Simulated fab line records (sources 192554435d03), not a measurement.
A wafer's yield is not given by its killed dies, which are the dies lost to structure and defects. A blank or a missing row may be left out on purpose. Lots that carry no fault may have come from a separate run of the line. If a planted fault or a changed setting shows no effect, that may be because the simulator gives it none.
The same fault as seen by 2 desks + flow n5-finfet + what lay behind the numbers comes last; until then each desk has only its own

## THE TOOL OWNER'S DESK: rie-diel-03
The tool's own readings at N5_BEOL_M0_SAQP_HM_OPEN_112 (chemistry CHF3/O2, target SiO2, stops on a-Si, target depth 12 nm, time 13.5 s): means of the sampled wafers that have a number, for each lot that ran on this tool. The brackets show how far a lot's mean lies from the usual mean; more than 4 standard deviations puts the lot out of limits, marked OUT.
Columns: A = drypump-motor-current-A at N5_BEOL_M0_SAQP_HM_OPEN_112, usual 5.8 A; B = oes-product-au at N5_BEOL_M0_SAQP_HM_OPEN_112, usual 0.52 a.u.; C = rf-vpp-V at N5_BEOL_M0_SAQP_HM_OPEN_112, usual 525 V; D = showerhead-plenum-p-Torr at N5_BEOL_M0_SAQP_HM_OPEN_112, usual 2.47 Torr; E = throttle-valve-pct at N5_BEOL_M0_SAQP_HM_OPEN_112, usual 18.7 %
| lot  | first seen here | A   | B    | C   | D    | E    |
|------|-----------------|-----|------|-----|------|------|
| L353 | day 5 22:53     | 5.8 | 0.57 | 527 | 2.47 | 18.7 |
| L355 | day 6 12:03     | 5.8 | 0.47 | 529 | 2.49 | 18.7 |
| L358 | day 7 02:01     | 6.0 | 0.45 | 530 | 2.50 | 18.9 |
| L359 | day 7 11:51     | 5.3 | 0.45 | 530 | 2.50 | 18.5 |
This desk's verdict: no lot among the 4 shows anything out of limits.

## METROLOGY DESK
What the gauges read for every lot (on any tool): the sampled wafers with a number, averaged. The brackets show how far a lot's mean lies from the usual mean; more than 4 standard deviations puts the lot out of limits, marked OUT. It has 10 readings; the 7 that lie furthest out on some lot are the ones shown.
Columns: A = DIBL_P at N5_BEOL_M4_RC_MEAS_101, usual 36.2 mV/V; B = IOFF_N at N5_BEOL_M4_RC_MEAS_101, usual 0.155 nA/um; C = IOFF_P at N5_BEOL_M4_RC_MEAS_101, usual 0.216 nA/um; D = ION_P at N5_BEOL_M4_RC_MEAS_101, usual 464 uA/um; E = SS_N at N5_BEOL_M4_RC_MEAS_101, usual 71.5 mV/dec; F = VT_N at N5_BEOL_M4_RC_MEAS_101, usual 250.2 mV; G = VT_P at N5_BEOL_M4_RC_MEAS_101, usual -249.3 mV
| lot  | first seen here | A    | B     | C     | D   | E    | F     | G      |
|------|-----------------|------|-------|-------|-----|------|-------|--------|
| L353 | day 8 10:20     | 35.4 | 0.156 | 0.216 | 463 | 71.9 | 249.4 | -248.7 |
| L355 | day 8 23:29     | 34.0 | 0.144 | 0.200 | 455 | 71.4 | 251.0 | -250.7 |
| L358 | day 9 10:46     | 38.6 | 0.193 | 0.279 | 473 | 72.8 | 246.4 | -244.3 |
| L359 | day 9 18:11     | 38.5 | 0.162 | 0.234 | 462 | 71.7 | 252.2 | -250.6 |
| L367 | day 12 00:50    | 38.7 | 0.177 | 0.243 | 475 | 72.2 | 247.3 | -246.8 |
This desk's verdict: no lot among the 5 shows anything out of limits.

## TAKEN TOGETHER
The desk of the tool owner found nothing out of limits.
Nothing out of limits was seen by the metrology desk.

## WHAT THE SIMULATOR HAD INSERTED
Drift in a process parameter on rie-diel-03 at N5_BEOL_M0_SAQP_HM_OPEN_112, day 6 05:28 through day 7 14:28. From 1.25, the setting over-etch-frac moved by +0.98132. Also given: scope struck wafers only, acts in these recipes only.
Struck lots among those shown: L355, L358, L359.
